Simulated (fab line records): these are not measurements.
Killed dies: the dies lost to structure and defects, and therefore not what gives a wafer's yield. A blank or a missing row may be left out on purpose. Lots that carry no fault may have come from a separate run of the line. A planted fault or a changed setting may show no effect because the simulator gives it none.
Matching of chambers	flow nand harc	rie diel-12 running NHARC_P_BONDPAD_ETCH_37: 4 sister chambers
The step etches the open film in N2/H2, target depth 60 nm, overetch 18 nm, time 65.91 s. 4 wafers are shown with their chamber, then 10 later ones without.

== EACH WAFER AND ITS CHAMBER ==
wafer	chamber	rf vpp V (V)
L086.6	1	435.0
L088.3	0	431.3
L088.5	2	433.1
L089.4	3	428.5

== WAFERS WHOSE CHAMBER IS MISSING ==
wafer	rf vpp V (V)
L089.5	431.9
L091.1	433.4
L091.3	432.1
L091.4	431.3
L093.3	429.1
L093.5	433.0
L093.6	428.5
L096.1	432.4
L096.5	432.0
L096.6	435.2

== EACH ONE'S CHAMBER ==
wafer	from the rows above	in truth
L089.5	can't be placed: 0 or 2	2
L091.1	2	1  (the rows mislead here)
L091.3	can't be placed: 0 or 2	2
L091.4	0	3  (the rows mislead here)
L093.3	3	3
L093.5	2	2
L093.6	3	3
L096.1	can't be placed: 2 or 0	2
L096.5	can't be placed: 0 or 2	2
L096.6	1	1
Correct placement for 4 of the 10. These rows do not allow placing 4 (true chamber among the candidates in 4). Placed wrongly: 2.
How it was worked out, from the rows above alone: a wafer's distance from a chamber is the root of the sum, over the readings, of the square of ((its reading less the chamber's mean) divided by the reading's scatter). If the next closest chamber is less than 2 further off than the closest, the wafer can't be placed; otherwise it belongs to the closest. The mean given for a chamber averages the wafers shown for that chamber. The scatter (one wafer shown for each chamber): square how far every hidden wafer sits from the nearest shown wafer, average those squares and take the square root.
